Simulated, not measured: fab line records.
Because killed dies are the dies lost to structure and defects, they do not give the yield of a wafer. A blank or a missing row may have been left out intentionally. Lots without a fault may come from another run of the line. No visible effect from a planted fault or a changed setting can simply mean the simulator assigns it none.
Struck lot and sound lot, side by side ; flow n5_finfet ; 16 steps out of a route of 1938
Sound: these wafers, L630.1, L630.6. Struck: wafer L640.5. (L640.3, L640.6 of the same lot were not struck and are left out.) The cause comes at the end.
Each step with rows lists, per side, the tool, then ch with its chambers, then its first start. Under that, the readings that differ: sound wafers ; struck wafers ; difference of the means ; sigmas: that difference in standard deviations of wafers without a fault.
alike: same words and numbers on both sides, and readings whose means sit less than 2 such deviations apart. not compared: any withheld reading, any reading some wafer has no value for, any bound like >300 that may hide the same value, and any number with overlapping values for which the record gives no deviation.
A row with sigmas, a row that says differs or no value, or rows on one side alone: a step with any of these is where the two part. Numbers that don't overlap but have no deviation are shown without sigmas and don't part them. A reading that every wafer of one side lacks parts them only if that side has two wafers or more.

N5_BEOL_M4_SPUTTER_92: material Cu, target thk 4.5 nm, time 8.29 s.
  sound on pvd_sputter-02, day 9 15:49; struck on pvd_sputter-02, day 12 11:10
  alike: throttle_valve_pct
N5_BEOL_M4_ANNEAL_93: time 240 s.
  sound on pvd_sputter-02, day 9 15:53; struck on pvd_sputter-02, day 12 11:15
  alike: heater_power_w
then, 4 steps without rows for these wafers: N5_BEOL_M4_SPUTTER_94 (material Cu, target thk 4.5 nm, time 8.29 s); N5_BEOL_M4_ANNEAL_95 (time 240 s); N5_BEOL_M4_SPUTTER_96 (material Cu, target thk 4.5 nm, time 8.29 s); N5_BEOL_M4_ECD_50 (material Cu, target thk 300 nm).
N5_BEOL_M4_ANNEAL_51: time 90 s.
  sound on rtp_anneal-01 ch 0, day 9 16:26; struck on rtp_anneal-02 ch 0, day 12 11:55
  alike: wafer_temp_C_max
then, 1 step without rows for these wafers: N5_BEOL_M4_CMP_52 (polishes, stops on SiOC, t overpolish 6.8 s, target thk 40 nm).
N5_BEOL_M4_THK_MEAS_53: measures by xrf.
  sound on film_metro-02, day 9 17:02; struck on film_metro-02, day 12 12:25
  alike: M4_THK
N5_BEOL_M4_PRE_CLEAN_60: time 15 s.
  sound on cvd_co-01 ch 0,1, day 9 17:04; struck on cvd_co-02 ch 1, day 12 12:27
  alike: heater_power_w, rf_fwd_power_W
N5_BEOL_M4_CO_CAP_55: material Co, precursor CCTBA/H2, target thk 2 nm, time 102.1 s.
  sound on cvd_co-01 ch 0,1, day 9 17:07; struck on cvd_co-02 ch 1, day 12 12:29
  alike: heater_power_w
then, 1 step without rows for these wafers: N5_BEOL_M4_PRE_CLEAN_56 (time 15 s).
N5_BEOL_M4_DEP_57: deposits SiCN from 3MS/NH3, target thk 8 nm, time 14 s.
  sound on pecvd-04 ch 0, day 9 17:14; struck on pecvd-04 ch 1, day 12 12:38
  alike: showerhead_plenum_p_Torr, throttle_valve_pct
  not compared: rf_fwd_power_W, model.SiCN_of_BEOL_M4_DEP_57.thk_nm
N5_BEOL_M4_RS_MEAS_58: the measuring method here is four-point-probe.
  sound on film_metro-02, day 9 17:20; struck on film_metro-01, day 12 12:42
  alike: M4_RS
N5_BEOL_M4_RC_MEAS_101:
  sound on prober-01 ch 0, day 9 17:23; struck on prober-02 ch 0, day 12 13:04
  alike: DIBL_N, DIBL_P, IOFF_N, IOFF_P, ION_N, ION_P, SS_N, SS_P, VT_N, VT_P
-- record jumps: 4 days separate the struck wafers' starts on either side; left off in module BEOL_M4, taken up again in module PASSIVATION, whose first shown step is the route's number 1936 --
N5_PASSIVATION_PROBE_49:
  rows exist in the record for the struck wafers here (prober-01, day 16 14:53), but not for the sound ones

## WHERE THEY PART
At N5_PASSIVATION_PROBE_49 and nowhere else, as far as this record goes.

WHY: what the simulator had put in
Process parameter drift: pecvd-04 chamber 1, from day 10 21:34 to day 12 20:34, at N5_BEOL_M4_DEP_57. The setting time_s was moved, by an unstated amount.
